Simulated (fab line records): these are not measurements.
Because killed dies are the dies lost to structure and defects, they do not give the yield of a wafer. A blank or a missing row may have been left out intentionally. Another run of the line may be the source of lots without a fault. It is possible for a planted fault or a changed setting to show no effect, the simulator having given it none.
Chamber matching || flow n5-finfet || N5_BEOL_M4_STRIP_19 on rie-diel-01 has 4 sister chambers
The step strips in O2. 8 wafers are shown with their chamber, then 9 later ones without.

WAFERS WITH THEIR CHAMBER
{"wafer": "L081.6", "chamber": 2, "drypump-motor-current-A (A)": 5.9, "throttle-valve-pct (%)": 16.83}
{"wafer": "L084.1", "chamber": 3, "drypump-motor-current-A (A)": 4.9, "throttle-valve-pct (%)": 16.48}
{"wafer": "L084.6", "chamber": 3, "drypump-motor-current-A (A)": 4.9, "throttle-valve-pct (%)": 16.48}
{"wafer": "L086.1", "chamber": 2, "drypump-motor-current-A (A)": 6.0, "throttle-valve-pct (%)": 16.49}
{"wafer": "L086.2", "chamber": 0, "drypump-motor-current-A (A)": 5.5, "throttle-valve-pct (%)": 16.54}
{"wafer": "L087.1", "chamber": 1, "drypump-motor-current-A (A)": 5.2, "throttle-valve-pct (%)": 16.48}
{"wafer": "L087.5", "chamber": 1, "drypump-motor-current-A (A)": 5.2, "throttle-valve-pct (%)": 16.49}
{"wafer": "L087.6", "chamber": 0, "drypump-motor-current-A (A)": 5.5, "throttle-valve-pct (%)": 16.56}

WAFERS WITH NO CHAMBER GIVEN
{"wafer": "L090.4", "drypump-motor-current-A (A)": 5.2, "throttle-valve-pct (%)": 16.50}
{"wafer": "L090.5", "drypump-motor-current-A (A)": 5.2, "throttle-valve-pct (%)": 16.48}
{"wafer": "L090.6", "drypump-motor-current-A (A)": 5.5, "throttle-valve-pct (%)": 16.56}
{"wafer": "L094.1", "drypump-motor-current-A (A)": 5.5, "throttle-valve-pct (%)": 16.55}
{"wafer": "L094.2", "drypump-motor-current-A (A)": 4.9, "throttle-valve-pct (%)": 16.52}
{"wafer": "L094.3", "drypump-motor-current-A (A)": 5.9, "throttle-valve-pct (%)": 16.52}
{"wafer": "L097.1", "drypump-motor-current-A (A)": 5.9, "throttle-valve-pct (%)": 16.54}
{"wafer": "L097.3", "drypump-motor-current-A (A)": 5.5, "throttle-valve-pct (%)": 16.57}
{"wafer": "L097.5", "drypump-motor-current-A (A)": 5.2, "throttle-valve-pct (%)": 16.51}

THE CHAMBER EACH PASSED THROUGH
{"wafer": "L090.4", "from the rows above": 1, "in truth": 1}
{"wafer": "L090.5", "from the rows above": 1, "in truth": 1}
{"wafer": "L090.6", "from the rows above": 0, "in truth": 0}
{"wafer": "L094.1", "from the rows above": 0, "in truth": 0}
{"wafer": "L094.2", "from the rows above": 3, "in truth": 3}
{"wafer": "L094.3", "from the rows above": 2, "in truth": 2}
{"wafer": "L097.1", "from the rows above": 2, "in truth": 2}
{"wafer": "L097.3", "from the rows above": 0, "in truth": 0}
{"wafer": "L097.5", "from the rows above": 1, "in truth": 1}
9 of 9 placed correctly. Number that these rows cannot place: 0. Wrongly placed: 0.
How it was worked out, from the rows above alone: a wafer's distance from a chamber is the root of the sum, over the readings, of the square of ((its reading less the chamber's mean) divided by the reading's scatter). If the next closest chamber is less than 2 further off than the closest, the wafer can't be placed; otherwise it belongs to the closest. A chamber's mean is the mean of its shown wafers. The scatter: the root of (the sum of the squares of (reading less its chamber's mean) over the shown wafers, divided by (wafers less chambers)).
